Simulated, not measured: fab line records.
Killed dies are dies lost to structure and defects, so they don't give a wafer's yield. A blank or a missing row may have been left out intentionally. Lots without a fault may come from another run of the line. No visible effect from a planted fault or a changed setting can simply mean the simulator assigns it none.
Which tool is to blame? || flow n5Finfet || 11 lots with 33 wafers sampled at 2 steps, on a route of 1938 steps

WHAT EACH GAUGE READ, for each wafer
N5_BEOL_M6_CD_MEAS_35: target cd 40 nm, target cd y 28 nm. Usual: 40.0 nm for cdNm, sd 0.57.
{"lot": "L365", "measured": "day 9 08:46", "on": "cdSem-03", "cdNm (nm)": "40.3 40.0 40.2", "flag": ""}
{"lot": "L368", "measured": "day 10 10:22", "on": "cdSem-01", "cdNm (nm)": "40.8 40.4 40.5", "flag": ""}
{"lot": "L369", "measured": "day 10 16:27", "on": "cdSem-02", "cdNm (nm)": "40.2 39.1 40.3", "flag": ""}
{"lot": "L370", "measured": "day 11 06:10", "on": "cdSem-02", "cdNm (nm)": "40.8 40.5 39.1", "flag": ""}
{"lot": "L373", "measured": "day 12 01:55", "on": "cdSem-03", "cdNm (nm)": "40.3 40.2 39.8", "flag": ""}
{"lot": "L375", "measured": "day 12 10:46", "on": "cdSem-01", "cdNm (nm)": "40.2 40.5 40.4", "flag": ""}
{"lot": "L376", "measured": "day 12 10:57", "on": "cdSem-01", "cdNm (nm)": "40.3 39.8 40.0", "flag": ""}
{"lot": "L377", "measured": "day 12 12:33", "on": "cdSem-03", "cdNm (nm)": "39.4 39.1 39.5", "flag": ""}
{"lot": "L378", "measured": "day 13 07:19", "on": "cdSem-03", "cdNm (nm)": "40.2 40.9 40.3", "flag": ""}
{"lot": "L382", "measured": "day 14 01:31", "on": "cdSem-03", "cdNm (nm)": "40.1 40.0 40.4", "flag": ""}
{"lot": "L385", "measured": "day 14 16:54", "on": "cdSem-03", "cdNm (nm)": "38.7 39.4 39.2", "flag": ""}

WHAT TOOL EACH LOT RAN ON (gives the tool, then ch and the chambers of the sampled wafers, and finally the start)
{"lot": "L365", "N5_BEOL_M6_STRIP_80": "rieDiel-04 ch 1,2, day 9 08:46 or earlier"}
{"lot": "L368", "N5_BEOL_M6_STRIP_80": "rieDiel-02 ch 0,3, day 10 10:22 or earlier"}
{"lot": "L369", "N5_BEOL_M6_STRIP_80": "rieDiel-04 ch 0,2,3, day 10 16:27 or earlier"}
{"lot": "L370", "N5_BEOL_M6_STRIP_80": "rieDiel-02 ch 0,3, day 11 06:10 or earlier"}
{"lot": "L373", "N5_BEOL_M6_STRIP_80": "rieDiel-02 ch 0,2,3, day 12 01:55 or earlier"}
{"lot": "L375", "N5_BEOL_M6_STRIP_80": "rieDiel-01 ch 0,3, day 12 10:46 or earlier"}
{"lot": "L376", "N5_BEOL_M6_STRIP_80": "rieDiel-02 ch 1,3, day 12 10:57 or earlier"}
{"lot": "L377", "N5_BEOL_M6_STRIP_80": "rieDiel-04 ch 0,2, day 12 12:33 or earlier"}
{"lot": "L378", "N5_BEOL_M6_STRIP_80": "rieDiel-04 ch 0,2, day 13 07:19 or earlier"}
{"lot": "L382", "N5_BEOL_M6_STRIP_80": "rieDiel-01 ch 1,2,3, day 14 01:31 or earlier"}
{"lot": "L385", "N5_BEOL_M6_STRIP_80": "rieDiel-04 ch 2,3, day 14 16:54 or earlier"}
- N5_BEOL_M6_STRIP_80: strips in N2/H2, time 10 s.

AS READ BY THE TOOLS THEMSELVES (means over the sampled wafers that have a number; for cases with no such wafer, the mark the record gives instead)
N5_BEOL_M6_STRIP_80. Usual: drypumpMotorCurrentA 5.8 A, standard deviation 0.42; oesProductAu 0.79 a.u., standard deviation 0.088; rfVppV 59.1 V, standard deviation 0.81; showerheadPlenumPTorr 2.54 Torr, standard deviation 0.051; tempC 40.01 C, standard deviation 0.13; throttleValvePct 23.60 %, standard deviation 0.28.
{"lot": "L365", "tool": "rieDiel-04", "drypumpMotorCurrentA (A)": 5.9, "oesProductAu (a.u.)": 0.79, "rfVppV (V)": 59.5, "showerheadPlenumPTorr (Torr)": 2.55, "tempC (C)": 40.06, "throttleValvePct (%)": 23.56, "flag": ""}
{"lot": "L368", "tool": "rieDiel-02", "drypumpMotorCurrentA (A)": 5.5, "oesProductAu (a.u.)": 0.76, "rfVppV (V)": 59.2, "showerheadPlenumPTorr (Torr)": 2.54, "tempC (C)": 39.89, "throttleValvePct (%)": 23.31, "flag": ""}
{"lot": "L369", "tool": "rieDiel-04", "drypumpMotorCurrentA (A)": 5.6, "oesProductAu (a.u.)": 0.81, "rfVppV (V)": 58.9, "showerheadPlenumPTorr (Torr)": 2.55, "tempC (C)": 39.96, "throttleValvePct (%)": 23.45, "flag": ""}
{"lot": "L370", "tool": "rieDiel-02", "drypumpMotorCurrentA (A)": 5.9, "oesProductAu (a.u.)": 0.81, "rfVppV (V)": 58.6, "showerheadPlenumPTorr (Torr)": 2.55, "tempC (C)": 40.03, "throttleValvePct (%)": 23.32, "flag": ""}
{"lot": "L373", "tool": "rieDiel-02", "drypumpMotorCurrentA (A)": 6.0, "oesProductAu (a.u.)": 0.76, "rfVppV (V)": 60.4, "showerheadPlenumPTorr (Torr)": 2.57, "tempC (C)": 40.04, "throttleValvePct (%)": 23.57, "flag": ""}
{"lot": "L375", "tool": "rieDiel-01", "drypumpMotorCurrentA (A)": 6.5, "oesProductAu (a.u.)": 0.91, "rfVppV (V)": 58.6, "showerheadPlenumPTorr (Torr)": 2.52, "tempC (C)": 40.12, "throttleValvePct (%)": 23.46, "flag": ""}
{"lot": "L376", "tool": "rieDiel-02", "drypumpMotorCurrentA (A)": 5.7, "oesProductAu (a.u.)": 0.73, "rfVppV (V)": 59.9, "showerheadPlenumPTorr (Torr)": 2.50, "tempC (C)": 40.03, "throttleValvePct (%)": 23.42, "flag": ""}
{"lot": "L377", "tool": "rieDiel-04", "drypumpMotorCurrentA (A)": 5.8, "oesProductAu (a.u.)": 0.73, "rfVppV (V)": 58.9, "showerheadPlenumPTorr (Torr)": 2.53, "tempC (C)": 39.96, "throttleValvePct (%)": 23.50, "flag": ""}
{"lot": "L378", "tool": "rieDiel-04", "drypumpMotorCurrentA (A)": 5.5, "oesProductAu (a.u.)": 0.70, "rfVppV (V)": 58.9, "showerheadPlenumPTorr (Torr)": 2.51, "tempC (C)": 40.03, "throttleValvePct (%)": 23.59, "flag": ""}
{"lot": "L382", "tool": "rieDiel-01", "drypumpMotorCurrentA (A)": 6.2, "oesProductAu (a.u.)": 0.83, "rfVppV (V)": 59.9, "showerheadPlenumPTorr (Torr)": 2.53, "tempC (C)": 39.92, "throttleValvePct (%)": 23.81, "flag": ""}
{"lot": "L385", "tool": "rieDiel-04", "drypumpMotorCurrentA (A)": 5.7, "oesProductAu (a.u.)": 0.84, "rfVppV (V)": 59.1, "showerheadPlenumPTorr (Torr)": 2.56, "tempC (C)": 40.07, "throttleValvePct (%)": 23.39, "flag": ""}

THE ANSWER, worked out from the rows above alone
Rule: take the mean of a lot's wafers that have a number; if it is more than 3 standard deviations from the usual mean, the lot is off. Also off: a lot with no number at a reading for which 4 or more lots have one. The other lots that the step has rows for count as sound. The gauges are gone through in route order, then the tools' own readings, and for those a lot's mean is taken as printed above. The first step at which some lot is off is used, and at that step the reading that is off furthest; a lot without a number counts as furthest.
Across all readings shown, no lot is off: no conclusion can be drawn from this.

WHAT THE SIMULATOR HAD PUT IN
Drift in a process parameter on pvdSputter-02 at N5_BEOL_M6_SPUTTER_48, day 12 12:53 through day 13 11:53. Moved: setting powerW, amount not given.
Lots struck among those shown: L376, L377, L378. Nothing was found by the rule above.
